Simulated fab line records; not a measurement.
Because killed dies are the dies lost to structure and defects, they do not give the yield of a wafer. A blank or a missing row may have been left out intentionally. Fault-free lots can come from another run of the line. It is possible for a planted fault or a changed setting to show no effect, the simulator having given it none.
Split-lot experiment | flow n5_finfet | 21 wafers read across 7 lots, on a route 1938 steps long

THE SPLIT ITSELF
At N5_BEOL_M14_COAT_22 (resist thk 300 nm), the setting spin_rpm was moved away from the recipe's 2888 rpm on 9 of the 21 wafers read, by -8.3% to +6.8%. This setting was run at the recipe's value on the other wafers.

The reading comes from the split's own step.

THE READING
coat_of_BEOL_M14_COAT_22.thk_nm (the simulator's own value, which no gauge read), in nm, at N5_BEOL_M14_COAT_22 (resist thk 300 nm). The file gives no usual value for it. Across the 12 wafers here that went through the recipe, the average is 300.4 nm and the standard deviation 0.44 nm.

wafer  | tool, chamber at the split | spin_rpm as run, rpm | against the recipe | coat_of_BEOL_M14_COAT_22.thk_nm, nm | against lot-mates on the recipe
L076.1 | litho_track-01, 0          | 2888                 | recipe             | 300                                 | -
L076.5 | litho_track-01, 0          | 2888                 | recipe             | 300                                 | -
L076.2 | litho_track-01, 0          | 2888                 | recipe             | 299.8                               | -
L077.4 | litho_track-01, 0          | 2888                 | recipe             | 300                                 | -
L077.5 | litho_track-01, 0          | 3084                 | +6.8%              | 289.8                               | -10.2
L077.6 | litho_track-01, 0          | 3084                 | +6.8%              | 291.2                               | -8.8
L082.1 | litho_track-03, 0          | 2674                 | -7.4%              | 312.6                               | +12.2
L082.2 | litho_track-03, 0          | 2674                 | -7.4%              | 312.2                               | +11.8
L082.5 | litho_track-03, 0          | 2888                 | recipe             | 300.4                               | -
L084.2 | litho_track-04, 0          | 2888                 | recipe             | 301.2                               | -
L084.5 | litho_track-04, 0          | 2888                 | recipe             | 300.8                               | -
L084.6 | litho_track-04, 0          | 2888                 | recipe             | 300.6                               | -
L089.1 | litho_track-03, 0          | 2888                 | recipe             | 301.2                               | -
L089.4 | litho_track-03, 0          | 2793                 | -3.3%              | 306.6                               | +5.4
L089.6 | litho_track-03, 0          | 2793                 | -3.3%              | 306                                 | +4.8
L093.2 | litho_track-03, 0          | 2888                 | recipe             | 300.6                               | -
L093.4 | litho_track-03, 0          | 2649                 | -8.3%              | 313.4                               | +12.9
L093.5 | litho_track-03, 0          | 2888                 | recipe             | 300.4                               | -
L094.1 | litho_track-01, 0          | 3036                 | +5.1%              | 291                                 | -9.4
L094.2 | litho_track-01, 0          | 3036                 | +5.1%              | 293.2                               | -7.2
L094.4 | litho_track-01, 0          | 2888                 | recipe             | 300.4                               | -

THE FIT
A straight line over all 21 wafers: coat_of_BEOL_M14_COAT_22.thk_nm changes by -1.57 nm for each +1% of spin_rpm; r = -1.00; the points scatter about the line by 0.65 nm.
The same after taking each lot's own level away (the mean of its wafers on the recipe; 21 wafers): -1.54 nm for each +1%; r = -1.00; scatter 0.58 nm.
Per that fit: largest spin_rpm move, reading shift of 13 nm.
Across the lots, their own levels run from 299.93 to 301.20 nm, a range of 2.9 times the standard deviation given above.
So the lot-to-lot level changes the slope little: the two slopes agree.
Check: for one of the wafers moved furthest among these (-8.3%), held out of the fit, the line's prediction against its lot-mates is +12.9 nm. Against them it came out at +12.9 nm.

OTHER SPLITS ON THESE WAFERS
These wafers also went through other splits before the reading. Each is held against what the fit with the lots' levels taken away leaves over:
other split on the same wafers | wafers away from the commonest value | r with coat_of_BEOL_M14_COAT_22.thk_nm (lot level and that fit taken away)
N5_BEOL_M11_EXPOSE_08 dose_mj  | 6                                    | -0.06
N5_BEOL_M11_CURE_72 time_s     | 11                                   | -0.38
N5_BEOL_M13_EXPOSE_07 dose_mj  | 3                                    | +0.07
N5_BEOL_M13_DESCUM_15 time_s   | 12                                   | -0.51

THE FILE'S OWN FIT
coat_of_BEOL_M14_COAT_22.thk_nm changes by -1.55 nm for each +1% of spin_rpm, r = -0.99.
